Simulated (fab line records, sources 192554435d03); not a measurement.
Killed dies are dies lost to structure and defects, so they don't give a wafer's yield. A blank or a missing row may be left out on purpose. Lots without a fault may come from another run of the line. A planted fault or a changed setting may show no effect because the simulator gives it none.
A struck lot beside a sound one | flow n5_finfet | 17 steps out of a route of 1938
Sound: wafers L708.1, L708.2, L708.4. Struck: wafer L724.4. (L724.3 of the same lot was not struck and is left out.) The cause comes at the end.
At each step with rows: each side's tool, then ch and its chambers, then its first start. Under that, the readings that differ: sound wafers | struck wafers | difference of the means | sigmas: that difference in standard deviations of wafers without a fault.
alike: readings whose means differ by less than 2 such deviations, and words and numbers that are the same on both sides. not compared: withheld readings, readings that some wafer has no value for, bounds like >300 that may hide the same value, and numbers for which the record gives no deviation and whose values overlap.
The two part at a step that has a row with sigmas, a row that says differs or no value, or rows on one side only. Numbers that don't overlap but have no deviation are shown without sigmas and don't part them. A reading that every wafer of one side lacks parts them only if that side has two wafers or more.

first, 8 steps without rows for these wafers: N5_MIM_BOT_LITHO_HMDS_01 (time 60 s); N5_MIM_BOT_LITHO_COAT_02; N5_MIM_BOT_LITHO_EBR_04; N5_MIM_BOT_LITHO_SOFTBAKE_03 (time 90 s); N5_MIM_BOT_LITHO_EXPOSE_05 (exposes mask MIM BOT); N5_MIM_BOT_LITHO_PEB_06; N5_MIM_BOT_LITHO_DEVELOP_07 (develop time 60 s); N5_MIM_BOT_LITHO_HARDBAKE_09 (time 120 s).
N5_MIM_BOT_LITHO_CD_MEAS_08: target cd 3000 nm.
  sound on cd_sem-01 ch 0, day 11 08:11; struck on cd_sem-02 ch 0, day 15 08:13
  alike: cd_nm
N5_MIM_BOT_LITHO_OVL_MEAS_11:
  sound on overlay-02 ch 0, day 11 08:13; struck on overlay-02 ch 0, day 15 08:14
  alike: MIM_BOT_OVL
N5_MIM_BOT_LITHO_INSPECT_12: inspects for defects (macro).
  sound on defect_inspect-01, day 11 08:14; struck on defect_inspect-01, day 15 08:16
  alike: raw_defect_count
N5_MIM_BOT_LITHO_DESCUM_10: chemistry O2, time 7.9 s.
  sound on rie_diel-06 ch 1,2,3, day 11 08:18; struck on rie_diel-06 ch 1, day 15 08:17
  reading               | sound          | struck | difference | sigmas
  oes_product_au (a.u.) | 0.67 0.75 0.80 | 0.95   | +0.21      | +2
  alike: chamber_pressure_mTorr, drypump_motor_current_A, rf_vpp_V, showerhead_plenum_p_Torr, throttle_valve_pct
  not compared: rf_hours_counter_h
N5_MIM_BOT_ETCH_ETCH_04: etches SiNx in CF4/O2, target depth 26 nm, time 13 s.
  sound on rie_diel-06 ch 1,2,3, day 11 08:22; struck on rie_diel-06 ch 1, day 15 08:22
  reading                              | sound             | struck | difference | sigmas
  oes_product_au (a.u.)                | 0.70 0.75 0.80    | 0.96   | +0.21      | +2
  model.etch.depth_nm (nm)             | 26.58 25.59 26.04 | 34.88  | +8.81      |
  model.MIM_BOT_ETCH.cd_offset_nm (nm) | 0 0 -0.2          | -0.4   | -0.3       |
  alike: cf4_flow_sccm, chamber_pressure_mTorr, drypump_motor_current_A, rf_vpp_V, showerhead_plenum_p_Torr, throttle_valve_pct
  not compared: rf_hours_counter_h, model.coat_of_MIM_BOT_LITHO_COAT_02.thk_nm
N5_MIM_BOT_ETCH_ETCH_03: etches the open film in Cl2/BCl3, target depth 12 nm.
  sound on rie_metal-02 ch 0,1, day 11 08:28; struck on rie_metal-02 ch 1, day 15 08:29
  alike: chamber_pressure_mTorr, drypump_motor_current_A, oes_product_au, throttle_valve_pct
  not compared: rf_hours_counter_h
N5_MIM_BOT_ETCH_ETCH_00: etches TiN in Cl2/BCl3, target depth 45.5 nm.
  sound on rie_metal-02 ch 0,1, day 11 08:33; struck on rie_metal-02 ch 1, day 15 08:35
  alike: chamber_pressure_mTorr, drypump_motor_current_A, oes_product_au, throttle_valve_pct
  not compared: rf_hours_counter_h, model.coat_of_MIM_BOT_LITHO_COAT_02.thk_nm
N5_MIM_BOT_ETCH_STRIP_01: strips in O2.
  sound on rie_diel-06 ch 0,1,2, day 11 08:56; struck on rie_diel-05 ch 3, day 15 08:41
  alike: chamber_pressure_mTorr, drypump_motor_current_A, oes_product_au, rf_vpp_V, showerhead_plenum_p_Torr, throttle_valve_pct
  not compared: rf_hours_counter_h
then, 1 step without rows for these wafers: N5_PASSIVATION_PROBE_49.

WHERE THEY PART
First at N5_MIM_BOT_LITHO_DESCUM_10; last, within this record, at N5_MIM_BOT_ETCH_ETCH_04. Later steps at which nothing parts them and some readings are alike: N5_MIM_BOT_ETCH_ETCH_03, N5_MIM_BOT_ETCH_ETCH_00, N5_MIM_BOT_ETCH_STRIP_01.

WHY: what the simulator had put in
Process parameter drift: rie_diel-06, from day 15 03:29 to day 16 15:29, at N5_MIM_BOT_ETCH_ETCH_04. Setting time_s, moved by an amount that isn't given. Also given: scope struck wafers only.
